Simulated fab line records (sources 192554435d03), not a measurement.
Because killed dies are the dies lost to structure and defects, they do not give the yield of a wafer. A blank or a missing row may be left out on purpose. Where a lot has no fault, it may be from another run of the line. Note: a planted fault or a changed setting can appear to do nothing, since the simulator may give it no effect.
Matching of chambers / flow n5Finfet / 3 sister chambers for N5_BEOL_M12_DEP_53 on pecvd-01
The step deposits SiCN from 3MS/NH3, target thk 30 nm, time 10.5 s. 6 wafers are shown with their chamber, then 7 later ones without.

## WAFERS, EACH WITH ITS CHAMBER
wafer=L082.5; chamber=1; throttleValvePct (%)=19.7; showerheadPlenumPTorr (Torr)=4.186
wafer=L083.3; chamber=2; throttleValvePct (%)=16.1; showerheadPlenumPTorr (Torr)=4.171
wafer=L083.4; chamber=0; throttleValvePct (%)=18.5; showerheadPlenumPTorr (Torr)=4.142
wafer=L083.6; chamber=1; throttleValvePct (%)=19.7; showerheadPlenumPTorr (Torr)=4.196
wafer=L084.2; chamber=0; throttleValvePct (%)=18.5; showerheadPlenumPTorr (Torr)=4.149
wafer=L084.3; chamber=2; throttleValvePct (%)=16.3; showerheadPlenumPTorr (Torr)=4.158

## WAFERS WITH NO CHAMBER GIVEN
wafer=L084.5; throttleValvePct (%)=18.6; showerheadPlenumPTorr (Torr)=4.133
wafer=L090.1; throttleValvePct (%)=16.4; showerheadPlenumPTorr (Torr)=4.167
wafer=L090.5; throttleValvePct (%)=18.8; showerheadPlenumPTorr (Torr)=4.144
wafer=L090.6; throttleValvePct (%)=16.4; showerheadPlenumPTorr (Torr)=4.181
wafer=L095.3; throttleValvePct (%)=19.7; showerheadPlenumPTorr (Torr)=4.192
wafer=L095.4; throttleValvePct (%)=16.5; showerheadPlenumPTorr (Torr)=4.177
wafer=L095.6; throttleValvePct (%)=18.6; showerheadPlenumPTorr (Torr)=4.148

## THE CHAMBER EACH PASSED THROUGH
wafer=L084.5; from the rows above=0; in truth=0
wafer=L090.1; from the rows above=2; in truth=2
wafer=L090.5; from the rows above=0; in truth=0
wafer=L090.6; from the rows above=2; in truth=2
wafer=L095.3; from the rows above=1; in truth=1
wafer=L095.4; from the rows above=2; in truth=2
wafer=L095.6; from the rows above=0; in truth=0
7 of 7 placed correctly. Number that these rows cannot place: 0. Number placed wrongly: 0.
How it was worked out, from the rows above alone: a wafer's distance from a chamber is the root of the sum, over the readings, of the square of ((its reading less the chamber's mean) divided by the reading's scatter). If the next closest chamber is less than 2 further off than the closest, the wafer can't be placed; otherwise it belongs to the closest. For every chamber, the mean is computed from those of its wafers that are shown. The scatter: the root of (the sum of the squares of (reading less its chamber's mean) over the shown wafers, divided by (wafers less chambers)).
